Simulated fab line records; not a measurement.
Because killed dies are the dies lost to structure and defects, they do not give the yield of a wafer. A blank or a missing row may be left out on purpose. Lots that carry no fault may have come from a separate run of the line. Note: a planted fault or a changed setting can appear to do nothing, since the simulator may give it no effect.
Chamber matching / flow nand-harc / NHARC_P_M0_PRE_CLEAN_31 on pecvd-03 has 3 sister chambers
The step time 12 s. 22 wafers are shown with their chamber, then 11 later ones without.

== EACH WAFER AND ITS CHAMBER ==
wafer=L077.3; chamber=1; heater-power-w (W)=586
wafer=L077.5; chamber=2; heater-power-w (W)=665
wafer=L077.6; chamber=0; heater-power-w (W)=649
wafer=L077.1; chamber=2; heater-power-w (W)=687
wafer=L077.2; chamber=0; heater-power-w (W)=678
wafer=L077.4; chamber=1; heater-power-w (W)=600
wafer=L082.2; chamber=1; heater-power-w (W)=669
wafer=L082.4; chamber=1; heater-power-w (W)=671
wafer=L082.6; chamber=2; heater-power-w (W)=700
wafer=L087.2; chamber=2; heater-power-w (W)=757
wafer=L087.3; chamber=1; heater-power-w (W)=674
wafer=L087.5; chamber=2; heater-power-w (W)=719
wafer=L085.1; chamber=0; heater-power-w (W)=590
wafer=L085.5; chamber=0; heater-power-w (W)=601
wafer=L085.6; chamber=1; heater-power-w (W)=701
wafer=L086.2; chamber=1; heater-power-w (W)=656
wafer=L086.3; chamber=2; heater-power-w (W)=676
wafer=L086.5; chamber=1; heater-power-w (W)=656
wafer=L088.2; chamber=2; heater-power-w (W)=636
wafer=L088.4; chamber=1; heater-power-w (W)=600
wafer=L088.5; chamber=0; heater-power-w (W)=688
wafer=L090.1; chamber=2; heater-power-w (W)=737

SIGNATURES, as means of the wafers listed above
reading=heater-power-w; chamber 0=641.20; chamber 1=645.89; chamber 2=697.12; scatter within a chamber=40.9
Rule: a wafer's distance from a chamber is the root of the sum, over the readings, of the square of ((its reading less the chamber's mean) divided by the reading's scatter). The wafer belongs to the nearest chamber; if the next one is less than 2 further off, it can't be placed. The scatter is the square root of a quotient: the sum, over the shown wafers, of each reading's squared deviation from its chamber's mean, divided by wafers minus chambers.

== WAFERS MISSING THEIR CHAMBER ==
wafer=L090.3; heater-power-w (W)=593
wafer=L090.5; heater-power-w (W)=753
wafer=L090.2; heater-power-w (W)=689
wafer=L090.4; heater-power-w (W)=681
wafer=L090.6; heater-power-w (W)=595
wafer=L092.1; heater-power-w (W)=682
wafer=L092.4; heater-power-w (W)=577
wafer=L092.6; heater-power-w (W)=689
wafer=L096.1; heater-power-w (W)=695
wafer=L096.2; heater-power-w (W)=730
wafer=L096.3; heater-power-w (W)=696

== THE CHAMBER EACH PASSED THROUGH ==
wafer=L090.3; from the rows above=can't be placed: 0 or 1 or 2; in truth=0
wafer=L090.5; from the rows above=can't be placed: 2 or 1 or 0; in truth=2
wafer=L090.2; from the rows above=can't be placed: 2 or 1 or 0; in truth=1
wafer=L090.4; from the rows above=can't be placed: 2 or 1 or 0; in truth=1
wafer=L090.6; from the rows above=can't be placed: 0 or 1 or 2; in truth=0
wafer=L092.1; from the rows above=can't be placed: 2 or 1 or 0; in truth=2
wafer=L092.4; from the rows above=can't be placed: 0 or 1 or 2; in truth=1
wafer=L092.6; from the rows above=can't be placed: 2 or 1 or 0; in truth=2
wafer=L096.1; from the rows above=can't be placed: 2 or 1 or 0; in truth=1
wafer=L096.2; from the rows above=can't be placed: 2 or 1 or 0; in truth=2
wafer=L096.3; from the rows above=can't be placed: 2 or 1 or 0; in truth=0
Placed correctly: 0 of 11. Unplaceable from these rows: 11, with the true chamber sitting among the candidates in 11. 0 placed wrongly.
